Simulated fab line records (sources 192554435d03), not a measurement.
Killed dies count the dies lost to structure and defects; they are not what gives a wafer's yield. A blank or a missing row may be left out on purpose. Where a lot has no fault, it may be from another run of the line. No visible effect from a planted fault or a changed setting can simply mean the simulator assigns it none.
Matching of chambers / flow n5-finfet / N5_MOL_CONTACT_COAG_STRIP_98 on rie-diel-01 has 4 sister chambers
The step strips in N2/H2. 24 wafers are shown with their chamber, then 12 later ones without.

WAFERS PAIRED WITH THEIR CHAMBERS
wafer=L076.1; chamber=1; throttle-valve-pct (%)=18.7; showerhead-plenum-p-Torr (Torr)=3.30; drypump-motor-current-A (A)=5.8
wafer=L076.4; chamber=3; throttle-valve-pct (%)=18.1; showerhead-plenum-p-Torr (Torr)=3.27; drypump-motor-current-A (A)=6.0
wafer=L076.5; chamber=1; throttle-valve-pct (%)=18.7; showerhead-plenum-p-Torr (Torr)=3.30; drypump-motor-current-A (A)=5.8
wafer=L080.1; chamber=2; throttle-valve-pct (%)=19.7; showerhead-plenum-p-Torr (Torr)=3.23; drypump-motor-current-A (A)=6.6
wafer=L080.4; chamber=3; throttle-valve-pct (%)=18.1; showerhead-plenum-p-Torr (Torr)=3.27; drypump-motor-current-A (A)=6.0
wafer=L080.6; chamber=1; throttle-valve-pct (%)=18.7; showerhead-plenum-p-Torr (Torr)=3.30; drypump-motor-current-A (A)=5.8
wafer=L081.1; chamber=3; throttle-valve-pct (%)=18.1; showerhead-plenum-p-Torr (Torr)=3.27; drypump-motor-current-A (A)=6.0
wafer=L081.2; chamber=2; throttle-valve-pct (%)=19.7; showerhead-plenum-p-Torr (Torr)=3.23; drypump-motor-current-A (A)=6.6
wafer=L081.3; chamber=0; throttle-valve-pct (%)=19.1; showerhead-plenum-p-Torr (Torr)=3.46; drypump-motor-current-A (A)=6.5
wafer=L081.4; chamber=1; throttle-valve-pct (%)=18.7; showerhead-plenum-p-Torr (Torr)=3.30; drypump-motor-current-A (A)=5.8
wafer=L081.5; chamber=3; throttle-valve-pct (%)=18.1; showerhead-plenum-p-Torr (Torr)=3.27; drypump-motor-current-A (A)=5.9
wafer=L081.6; chamber=2; throttle-valve-pct (%)=19.8; showerhead-plenum-p-Torr (Torr)=3.23; drypump-motor-current-A (A)=6.6
wafer=L083.2; chamber=0; throttle-valve-pct (%)=19.1; showerhead-plenum-p-Torr (Torr)=3.46; drypump-motor-current-A (A)=6.4
wafer=L083.4; chamber=1; throttle-valve-pct (%)=18.7; showerhead-plenum-p-Torr (Torr)=3.30; drypump-motor-current-A (A)=5.8
wafer=L083.6; chamber=1; throttle-valve-pct (%)=18.7; showerhead-plenum-p-Torr (Torr)=3.30; drypump-motor-current-A (A)=5.7
wafer=L085.2; chamber=3; throttle-valve-pct (%)=18.1; showerhead-plenum-p-Torr (Torr)=3.26; drypump-motor-current-A (A)=5.9
wafer=L085.3; chamber=0; throttle-valve-pct (%)=19.1; showerhead-plenum-p-Torr (Torr)=3.46; drypump-motor-current-A (A)=6.5
wafer=L085.4; chamber=2; throttle-valve-pct (%)=19.7; showerhead-plenum-p-Torr (Torr)=3.23; drypump-motor-current-A (A)=6.6
wafer=L088.1; chamber=2; throttle-valve-pct (%)=19.8; showerhead-plenum-p-Torr (Torr)=3.22; drypump-motor-current-A (A)=6.6
wafer=L088.2; chamber=1; throttle-valve-pct (%)=18.7; showerhead-plenum-p-Torr (Torr)=3.29; drypump-motor-current-A (A)=5.7
wafer=L088.3; chamber=0; throttle-valve-pct (%)=19.1; showerhead-plenum-p-Torr (Torr)=3.46; drypump-motor-current-A (A)=6.4
wafer=L088.4; chamber=3; throttle-valve-pct (%)=18.1; showerhead-plenum-p-Torr (Torr)=3.26; drypump-motor-current-A (A)=5.9
wafer=L088.5; chamber=2; throttle-valve-pct (%)=19.8; showerhead-plenum-p-Torr (Torr)=3.22; drypump-motor-current-A (A)=6.6
wafer=L088.6; chamber=1; throttle-valve-pct (%)=18.7; showerhead-plenum-p-Torr (Torr)=3.29; drypump-motor-current-A (A)=5.8

SIGNATURES (means of the wafers above)
reading=throttle-valve-pct; chamber 0=19.100; chamber 1=18.700; chamber 2=19.750; chamber 3=18.100; scatter within a chamber=0.0274
reading=showerhead-plenum-p-Torr; chamber 0=3.4600; chamber 1=3.2975; chamber 2=3.2267; chamber 3=3.2667; scatter within a chamber=0.00456
reading=drypump-motor-current-A; chamber 0=6.450; chamber 1=5.775; chamber 2=6.600; chamber 3=5.950; scatter within a chamber=0.0447
Rule: for a wafer and a chamber, the distance is found by dividing, reading by reading, the gap between the wafer's reading and the chamber's mean by the reading's scatter, squaring, summing and taking the root. If the next closest chamber is less than 2 further off than the closest, the wafer can't be placed; otherwise it belongs to the closest. The scatter: take each reading less its chamber's mean, square it, sum over the shown wafers, divide by the number of wafers less the number of chambers, and take the root.

WAFERS WITH NO CHAMBER GIVEN
wafer=L089.2; throttle-valve-pct (%)=19.1; showerhead-plenum-p-Torr (Torr)=3.46; drypump-motor-current-A (A)=6.4
wafer=L089.3; throttle-valve-pct (%)=18.7; showerhead-plenum-p-Torr (Torr)=3.29; drypump-motor-current-A (A)=5.8
wafer=L089.6; throttle-valve-pct (%)=18.1; showerhead-plenum-p-Torr (Torr)=3.26; drypump-motor-current-A (A)=6.0
wafer=L092.1; throttle-valve-pct (%)=18.1; showerhead-plenum-p-Torr (Torr)=3.26; drypump-motor-current-A (A)=5.9
wafer=L092.2; throttle-valve-pct (%)=18.7; showerhead-plenum-p-Torr (Torr)=3.29; drypump-motor-current-A (A)=5.8
wafer=L092.6; throttle-valve-pct (%)=18.7; showerhead-plenum-p-Torr (Torr)=3.29; drypump-motor-current-A (A)=5.7
wafer=L094.1; throttle-valve-pct (%)=19.1; showerhead-plenum-p-Torr (Torr)=3.45; drypump-motor-current-A (A)=6.4
wafer=L094.2; throttle-valve-pct (%)=19.8; showerhead-plenum-p-Torr (Torr)=3.22; drypump-motor-current-A (A)=6.6
wafer=L094.5; throttle-valve-pct (%)=18.7; showerhead-plenum-p-Torr (Torr)=3.28; drypump-motor-current-A (A)=5.8
wafer=L095.2; throttle-valve-pct (%)=19.7; showerhead-plenum-p-Torr (Torr)=3.22; drypump-motor-current-A (A)=6.6
wafer=L095.5; throttle-valve-pct (%)=19.8; showerhead-plenum-p-Torr (Torr)=3.22; drypump-motor-current-A (A)=6.6
wafer=L095.6; throttle-valve-pct (%)=18.1; showerhead-plenum-p-Torr (Torr)=3.25; drypump-motor-current-A (A)=5.9

THE CHAMBER EACH PASSED THROUGH
wafer=L089.2; from the rows above=0; in truth=0
wafer=L089.3; from the rows above=1; in truth=1
wafer=L089.6; from the rows above=3; in truth=3
wafer=L092.1; from the rows above=3; in truth=3
wafer=L092.2; from the rows above=1; in truth=1
wafer=L092.6; from the rows above=1; in truth=1
wafer=L094.1; from the rows above=0; in truth=0
wafer=L094.2; from the rows above=2; in truth=2
wafer=L094.5; from the rows above=1; in truth=1
wafer=L095.2; from the rows above=2; in truth=2
wafer=L095.5; from the rows above=2; in truth=2
wafer=L095.6; from the rows above=3; in truth=3
12 of 12 placed correctly. Can't be placed from these rows: 0. Placed wrongly: 0.
